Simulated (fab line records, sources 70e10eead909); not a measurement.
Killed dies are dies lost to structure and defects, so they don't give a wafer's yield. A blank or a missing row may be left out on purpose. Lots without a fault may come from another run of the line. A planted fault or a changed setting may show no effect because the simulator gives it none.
fab line records | flow nand_harc | part 2 of 2: steps 26 to 36 of 36
record lots=5 wafers=15 last_day=22
route steps=1159 shown P_ZERO_WELL@37 P_STI@69
lots that met no fault: from a run of the same line without faults
start_h: hours from the record's first day to the start of the lot's first wafer shown | wait_h: hours since the lot's step before | " the same as in the row above | L1.1+2: a row that stands for several wafers | - no value, or no start given | * or withheld: withheld | < > ~ a bound
route shown NAME@n: a module of which the file shows steps, and the number in the route of the first | usual: mean/standard deviation of fault-free wafers | same: alike in all rows | chamber/n: place in a boat | sites: the reading at each site | _std_site: their standard deviation | _edge_site: outer sites' mean less inner sites' | radius_mm: how far each site lies from the wafer's centre | mask NAME#n: copy n | behind: the tool/chamber that last shaped the wafer | hold: why the lot was held/for how many hours/how that ended | device: the transistor (n, p or np) that didn't switch | end of line: the same wafers' tests at the end of the route | a step without rows: its recipe alone | killed: dies lost to structure and defects at the first sort, not the wafer's yield | map: a wafer's dies, x killed, . not, _ none there
set.NAME: the setting as run; set.NAME@STEP: as run at that earlier step | model.NAME: the simulator's own value behind a step, which no gauge read
lots at some steps of the route; a table a step, a row a wafer
services: from which hour (start_h, from the record's first day; less than 0 if before it) a tool's chamber was out of use, for how many hours, and why
## steps
# step NHARC_P_ZERO_WELL_IMPLANT_55
# recipe energy_kev=180 dose_cm2=8e+11 tilt_deg=7
# usual beam_energy_keV=180.00/0.059 beam_on_s=10.02/0.22 faraday_current_uA=10.13/0.22
# columns lot.wafer tool chamber start_h wait_h beam_energy_keV beam_on_s faraday_current_uA
L074.1 implanter-02 0 17.95 0.1 180.02 9.76 10.40
L074.3 " 0 " " 180.02 9.93 10.26
L074.5 " 0 " " 179.99 10.12 10.01
L079.3 implanter-01 0 48.27 0.2 180.13 10.46 9.77
L079.4 " 0 " " 180.00 9.72 10.42
L079.6 " 0 " " 180.12 9.86 10.31
L080.4 implanter-02 0 54.01 0.2 180.04 10.03 10.16
L080.5 " 0 " " 179.98 10.02 10.21
L080.6 " 0 " " 179.94 9.95 10.15
L088.2 implanter-02 0 102.43 0.2 179.99 10.05 10.12
L088.4 " 0 " " 180.04 10.43 9.70
L088.6 " 0 " " 180.04 10.15 9.99
L090.1 implanter-02 0 114.08 0.1 180.02 9.94 10.26
L090.4 " 0 " " 179.96 9.72 10.43
L090.5 " 0 " " 180.02 9.69 10.42
# step NHARC_P_ZERO_WELL_IMPLANT_61
# recipe energy_kev=30 dose_cm2=5e+11 tilt_deg=7
# usual beam_energy_keV=30.003/0.0086 beam_on_s=10.02/0.21 faraday_current_uA=6.34/0.13
# columns lot.wafer tool chamber start_h wait_h beam_energy_keV beam_on_s faraday_current_uA
L074.1 implanter-02 0 18.13 0.2 29.989 10.02 6.32
L074.3 " 0 " " 29.997 9.72 6.54
L074.5 " 0 " " 29.983 10.12 6.28
L079.3 implanter-01 0 48.45 0.2 29.998 10.07 6.31
L079.4 " 0 " " 30.011 10.16 6.21
L079.6 " 0 " " 30.003 10.03 6.32
L080.4 implanter-02 0 54.19 0.2 29.997 10.15 6.26
L080.5 " 0 " " 30.008 10.21 6.24
L080.6 " 0 " " 30.009 10.49 6.02
L088.2 implanter-02 0 102.61 0.1 29.991 9.97 6.35
L088.4 " 0 " " 30.004 9.93 6.43
L088.6 " 0 " " 29.995 9.91 6.45
L090.1 implanter-02 0 114.26 0.2 29.994 10.33 6.16
L090.4 " 0 " " 30.008 9.84 6.43
L090.5 " 0 " " 29.993 9.53 6.63
# step NHARC_P_ZERO_WELL_STRIP_56
# recipe time_s=840 temp_c=130 chemistry=SPM
# usual temp_c=130.00/0.15
# columns lot.wafer tool chamber start_h wait_h temp_c
L074.3 wet_bench-05 5 18.36 0.1 129.84
L074.1 " 6 " " 130.27
L074.5 " 0 " " 130.01
L079.6 wet_bench-05 1 48.60 0.0 130.03
L079.4 " 3 " " 130.23
L079.3 " 5 " " 129.91
L080.6 wet_bench-05 2 54.31 0.0 130.05
L080.5 " 3 " " 129.77
L080.4 " 5 " " 130.21
L088.6 wet_bench-01 0 102.79 0.0 130.06
L088.2 " 3 " " 130.23
L088.4 " 4 " " 130.09
L090.1 wet_bench-03 1 114.50 0.2 129.96
L090.5 " 2 " " 130.18
L090.4 " 4 " " 129.91
# step NHARC_P_ZERO_WELL_PRECLEAN_68
# recipe time_s=60 temp_c=50 bath_age_min=0 chemistry=SC1
# usual diw_flow_mL_min=1415/4.4 temp_c=49.98/0.13
# columns lot.wafer tool chamber start_h wait_h diw_flow_mL_min temp_c
L074.3 wet_bench-05 5 - - 1417 50.05
L074.1 " 6 " " 1411 50.19
L074.5 " 0 " " 1419 50.18
L079.6 wet_bench-05 1 - - 1415 49.82
L079.4 " 3 " " 1415 49.78
L079.3 " 5 " " 1417 50.22
L080.6 wet_bench-05 2 - - 1413 50.05
L080.5 " 3 " " 1415 49.73
L080.4 " 5 " " 1415 49.87
L088.6 wet_bench-01 0 - - 1422 49.90
L088.2 " 3 " " 1411 50.00
L088.4 " 4 " " 1421 50.00
L090.1 wet_bench-03 1 - - 1413 50.10
L090.5 " 2 " " 1417 49.92
L090.4 " 4 " " 1422 49.97
# step NHARC_P_ZERO_WELL_SRD_69
# columns lot.wafer tool chamber start_h wait_h
L074.3+1+5 wet_bench-05 5,6,0 - -
L079.6+4+3 wet_bench-05 1,3,5 - -
L080.6+5+4 wet_bench-05 2,3,5 - -
L088.6+2+4 wet_bench-01 0,3,4 - -
L090.1+5+4 wet_bench-03 1,2,4 - -
# step NHARC_P_ZERO_WELL_RTA_42
# recipe temp_c=1100 time_s=300
# usual lamp_power_pct=40.1/1.1 wafer_temp_C_max=1104.4/1.7
# columns lot.wafer tool chamber start_h wait_h lamp_power_pct wafer_temp_C_max
L074.1 rtp_anneal-01 0 18.78 - 41.1 1105.7
L074.3 " 0 " " 41.1 1106.5
L074.5 " 0 " " 41.1 1104.5
L079.3 rtp_anneal-01 0 49.26 - 41.1 1105.8
L079.4 " 0 " " 41.1 1106.4
L079.6 " 0 " " 41.1 1109.7
L080.4 rtp_anneal-02 0 55.08 - 39.1 1102.8
L080.5 " 0 " " 39.1 1102.0
L080.6 " 0 " " 39.1 1103.2
L088.2 rtp_anneal-01 0 103.34 - 41.2 1107.5
L088.4 " 0 " " 41.2 1105.9
L088.6 " 0 " " 41.3 1105.4
L090.1 rtp_anneal-01 0 114.93 - 41.3 1105.6
L090.4 " 0 " " 41.2 1106.3
L090.5 " 0 " " 41.2 1105.8
# step NHARC_P_ZERO_WELL_INSPECT_43
# usual raw_defect_count=15/7.1
# columns lot.wafer tool chamber start_h wait_h raw_defect_count
L074.1 defect_inspect-02 - 19.45 0.6 27
L074.3 " - " " 7
L074.5 " - " " 15
L079.3 defect_inspect-01 - 49.72 0.4 12
L079.4 " - " " 15
L079.6 " - " " 15
L080.4 defect_inspect-01 - 55.45 0.3 29
L080.5 " - " " 9
L080.6 " - " " 7
L088.2 defect_inspect-02 - 103.91 0.5 12
L088.4 " - " " 17
L088.6 " - " " 15
L090.1 defect_inspect-01 - 115.61 0.6 13
L090.4 " - " " 9
L090.5 " - " " 11
# step NHARC_P_STI_ETCH_26
# recipe target_depth_a=110 chemistry=dHF material=SiO2
# columns lot.wafer tool chamber start_h wait_h
L074.3+5+1 wet_bench-07 1,4,5 19.51 0.1
L079.6+3+4 wet_bench-04 5,6,7 49.80 0.1
L080.4+5+6 wet_bench-07 7,0,1 55.50 0.0
L088.4+2+6 wet_bench-02 1,2,4 103.98 0.1
L090.5+4+1 wet_bench-02 6,0,1 115.69 0.1
# step NHARC_P_STI_PRECLEAN_27
# recipe time_s=* temp_c=50 bath_age_min=0 chemistry=SC1
# usual diw_flow_mL_min=1415/4.1 temp_c=50.01/0.12
# columns lot.wafer tool chamber start_h wait_h diw_flow_mL_min temp_c
L074.3 wet_bench-07 1 19.57 0.0 1413 50.11
L074.5 " 4 " " 1410 49.86
L074.1 " 5 " " 1413 50.21
L079.6 wet_bench-04 5 49.84 0.0 1418 49.94
L079.3 " 6 " " 1419 49.93
L079.4 " 7 " " 1412 50.13
L080.4 wet_bench-07 7 55.57 0.1 1413 50.21
L080.5 " 0 " " 1413 50.00
L080.6 " 1 " " 1414 50.06
L088.4 wet_bench-02 1 104.03 0.0 1418 50.02
L088.2 " 2 " " 1408 50.11
L088.6 " 4 " " 1410 50.06
L090.5 wet_bench-02 6 115.74 0.0 1410 49.96
L090.4 " 0 " " 1415 50.13
L090.1 " 1 " " 1420 49.91
# step NHARC_P_STI_SRD_28
# columns lot.wafer tool chamber start_h wait_h
L074.3+5+1 wet_bench-07 1,4,5 - -
L079.6+3+4 wet_bench-04 5,6,7 - -
L080.4+5+6 wet_bench-07 7,0,1 - -
L088.4+2+6 wet_bench-02 1,2,4 - -
L090.5+4+1 wet_bench-02 6,0,1 - -
# step NHARC_P_STI_OXIDE_29
# recipe target_thk_a=100 temp_c=900 ox_time_s=1362 material=SiO2
# columns lot.wafer tool chamber start_h wait_h
L074.1+3+5 furnace-05 0 20.23 -
L079.3+4+6 furnace-04 0 55.50 -
L080.4+5+6 furnace-03 0 61.49 -
L088.2+4+6 furnace-03 0 107.89 -
L090.1+4+5 furnace-04 0 116.25 -
## services
# columns tool chamber start_h hours kind
krf_scanner-03 - -4.00 4.0 pm
wet_bench-02 - 4.00 8.0 pm
implanter-01 - 8.57 3.1 repair
litho_track-07 - 14.01 7.0 pm
wet_bench-05 - 20.80 8.0 pm
wet_bench-05 0 28.80 - consumable_replace:bath
wet_bench-03 - 29.67 1.4 repair
litho_track-07 - 36.73 - consumable_replace:filter
wet_bench-01 - 37.60 8.0 pm
litho_track-03 - 38.00 7.0 pm
krf_scanner-03 - 45.33 11.3 repair
rie_diel-07 - 51.20 9.0 pm
rie_diel-06 0 55.25 6.2 repair
implanter-01 - 58.95 3.2 repair
rie_diel-06 - 61.91 1.8 repair
litho_track-05 - 62.00 7.0 pm
krf_scanner-01 - 64.17 0.2 repair
rie_diel-06 - 64.20 9.0 pm
krf_scanner-01 - 84.00 4.0 pm
implanter-02 - 85.00 13.0 pm
krf_scanner-03 - 90.23 0.5 repair
wet_bench-07 - 96.00 8.0 pm
implanter-01 - 104.77 0.9 repair
krf_scanner-01 - 107.53 1.7 repair
